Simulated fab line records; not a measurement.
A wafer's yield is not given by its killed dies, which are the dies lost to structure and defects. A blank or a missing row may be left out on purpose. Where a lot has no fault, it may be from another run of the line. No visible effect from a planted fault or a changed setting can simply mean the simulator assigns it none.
Matching of chambers	flow nandHarc	NHARC_P_CONTACT_DEP_30 on pecvd-02 has 3 sister chambers
The step deposits SiNx, target thk 30 nm. 6 wafers are shown with their chamber, then 10 later ones without.

WAFERS WITH THEIR CHAMBER
wafer	chamber	heaterPowerW (W)
L079.5	0	597
L080.5	2	678
L087.4	0	557
L087.5	1	784
L089.3	1	731
L089.4	2	691

WAFERS WITH NO CHAMBER GIVEN
wafer	heaterPowerW (W)
L089.5	629
L090.1	768
L090.3	621
L090.6	764
L091.1	799
L091.3	626
L091.4	612
L094.1	791
L094.4	692
L094.5	613

EACH ONE'S CHAMBER
wafer	from the rows above	in truth
L089.5	can't be placed: 0 or 2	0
L090.1	1	1
L090.3	can't be placed: 0 or 2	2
L090.6	1	1
L091.1	1	1
L091.3	can't be placed: 0 or 2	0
L091.4	can't be placed: 0 or 2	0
L094.1	1	1
L094.4	2	2
L094.5	can't be placed: 0 or 2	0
Correct placement for 5 of the 10. Not placeable from these rows: 5 (in 5, the candidates include the true chamber). Wrongly placed: 0.
How it was worked out, from the rows above alone: a wafer's distance from a chamber is the root of the sum, over the readings, of the square of ((its reading less the chamber's mean) divided by the reading's scatter). If the next closest chamber is less than 2 further off than the closest, the wafer can't be placed; otherwise it belongs to the closest. Each chamber's mean is taken over the wafers shown for it. The scatter: take each reading less its chamber's mean, square it, sum over the shown wafers, divide by the number of wafers less the number of chambers, and take the root.
